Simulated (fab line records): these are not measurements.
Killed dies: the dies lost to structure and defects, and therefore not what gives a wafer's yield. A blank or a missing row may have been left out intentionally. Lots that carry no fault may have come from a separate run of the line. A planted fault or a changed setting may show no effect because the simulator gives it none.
Chamber matching ; flow nand_harc ; NHARC_P_M0_PRE_CLEAN_31 on pecvd-03: 3 sister chambers
The step time 12 s. 6 wafers are shown with their chamber, then 12 later ones without.

## WAFERS PAIRED WITH THEIR CHAMBERS
wafer;chamber;heater_power_w (W)
L086.4;1;717
L087.4;1;629
L087.5;2;735
L088.1;0;654
L088.2;2;736
L088.4;0;655

## WAFERS MISSING THEIR CHAMBER
wafer;heater_power_w (W)
L092.1;626
L092.3;734
L092.4;614
L092.2;650
L092.5;653
L092.6;714
L094.2;621
L094.3;697
L094.5;643
L095.1;718
L095.2;655
L095.4;716

## EACH ONE'S CHAMBER
wafer;from the rows above;in truth
L092.1;can't be placed: 0 or 1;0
L092.3;can't be placed: 2 or 1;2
L092.4;can't be placed: 0 or 1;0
L092.2;can't be placed: 0 or 1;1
L092.5;can't be placed: 0 or 1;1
L092.6;can't be placed: 2 or 1 or 0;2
L094.2;can't be placed: 0 or 1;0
L094.3;can't be placed: 1 or 2 or 0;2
L094.5;can't be placed: 0 or 1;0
L095.1;can't be placed: 2 or 1 or 0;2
L095.2;can't be placed: 0 or 1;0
L095.4;can't be placed: 2 or 1 or 0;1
Placed correctly: 0 of 12. These rows do not allow placing 12 (true chamber among the candidates in 12). Wrongly placed: 0.
How it was worked out, from the rows above alone: a wafer's distance from a chamber is the root of the sum, over the readings, of the square of ((its reading less the chamber's mean) divided by the reading's scatter). The wafer belongs to the nearest chamber; if the next one is less than 2 further off, it can't be placed. A chamber's mean is the mean of its shown wafers. The scatter: take each reading less its chamber's mean, square it, sum over the shown wafers, divide by the number of wafers less the number of chambers, and take the root.
